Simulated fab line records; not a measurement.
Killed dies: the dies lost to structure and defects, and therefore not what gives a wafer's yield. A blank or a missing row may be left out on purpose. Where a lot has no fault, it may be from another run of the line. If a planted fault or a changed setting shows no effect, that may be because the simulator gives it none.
Code-filled problem report in 8D (eight disciplines) form -- flow n5-finfet -- the parts of the form that need people (team, actions taken, sign-off) are left out

## 1. THE PROBLEM
Mean of bias-w at N5_HKMG_FIN_ETCH_54: 28.55 W across 3 wafers in 2 lots; on wafers with no fault it is 35.99 W (standard deviation 0.1). That puts it -74 standard deviations away from the usual mean.
The step: etches SiARC in CF4, target depth 45.5 nm, time 75.8 s.
Seen first at day 6 09:16 on rie-diel-03, wafer L757.4. At this step, 18 wafers from 6 lots have a number in the record. By rule, "out" or "out of limits" means more than 4 standard deviations away from the usual mean. The other wafers with a number count as sound.

## 2. WHAT THIS IS AND IS NOT
question,is,is not
which readings at this step,"bias-w, etch-rf-on-time-s, rf-vpp-V","chamber-pressure-mTorr, drypump-motor-current-A, oes-product-au, showerhead-plenum-p-Torr, throttle-valve-pct"
which lots,"L757, L758","L751, L763, L766, L767"
which wafers of those lots,"L757.4, L757.6, L758.2","L757.3, L758.3, L758.6"
read on which tools,rie-diel-03,rie-diel-06
when,from day 6 09:16,"up to then (4 sound wafers); but 11 sound wafers of L758, L763, L766, L767 came after"

## 3. WHAT RULES OUT EACH SUSPECT
Counting: any tool at a process step up to the reading remains a suspect provided it ran every lot that is out. Sound lots after the first of them don't rule it out here, since some wafers of a struck lot are sound.
- rie-diel-03 at N5_HKMG_FIN_DESCUM_53 (chemistry O2, time 7.9 s): kept. It processed each lot that is out (first: L757, day 6 09:14); up to then, its last sound lot is L751 (day 5 04:26).
- rie-diel-03 at N5_HKMG_FIN_ETCH_54 (etches SiARC in CF4, target depth 45.5 nm, time 75.8 s): kept. It processed each lot that is out (first: L757, day 6 09:16); up to then, its last sound lot is L751 (day 5 04:28). Out on those wafers are its own readings of bias-w, etch-rf-on-time-s, rf-vpp-V.
- At N5_HKMG_FIN_DESCUM_53, inside rie-diel-03: chamber 0 took the wafers that are out, while their sound lot-mates went through chambers 1, 2.
- At N5_HKMG_FIN_ETCH_54, inside rie-diel-03: chamber 0 took the wafers that are out, while their sound lot-mates went through chambers 1, 2.
Left after counting: rie-diel-03 at N5_HKMG_FIN_DESCUM_53, rie-diel-03 at N5_HKMG_FIN_ETCH_54.

## 4. THE CAUSE (what the simulator had put in)
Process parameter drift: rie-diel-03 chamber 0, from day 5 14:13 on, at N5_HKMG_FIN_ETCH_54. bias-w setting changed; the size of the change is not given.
Of the 2 suspects that counting leaves, this tool is one.

## 5. SEQUENCE OF EFFECTS, ordered by route
One row per reading whose mean, taken over the struck wafers that have a number, lies over 3 standard deviations from the usual. Only readings whose record carries a usual standard deviation are examined. hours: median over the lots of the time between each lot's start at the first step of this table that gives one and its start at this step. sigmas: the change, counted in usual standard deviations.
hours,step,reading,usual,on struck wafers,change,sigmas
0,N5_HKMG_FIN_ETCH_54,bias-w,35.99 W,28.55,-7.44,-74
0,N5_HKMG_FIN_ETCH_54,etch-rf-on-time-s,75.8 s,81.8,+6.0,+5.5
0,N5_HKMG_FIN_ETCH_54,rf-vpp-V,184.3 V,159.1,-25.2,-21
Here are the process steps it includes:
- N5_HKMG_FIN_ETCH_54: etches SiARC in CF4, target depth 45.5 nm, time 75.8 s.
Later steps that measure or inspect, where all struck wafers having a row at the step show a number for every such reading and not one has moved that far: N5_BEOL_M4_RC_MEAS_101.

## 6. HOW IT WOULD HAVE BEEN CAUGHT EARLIER
19 hours passed between the start of the fault at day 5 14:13 and the first reading out of limits in this record, taken at day 6 09:16.
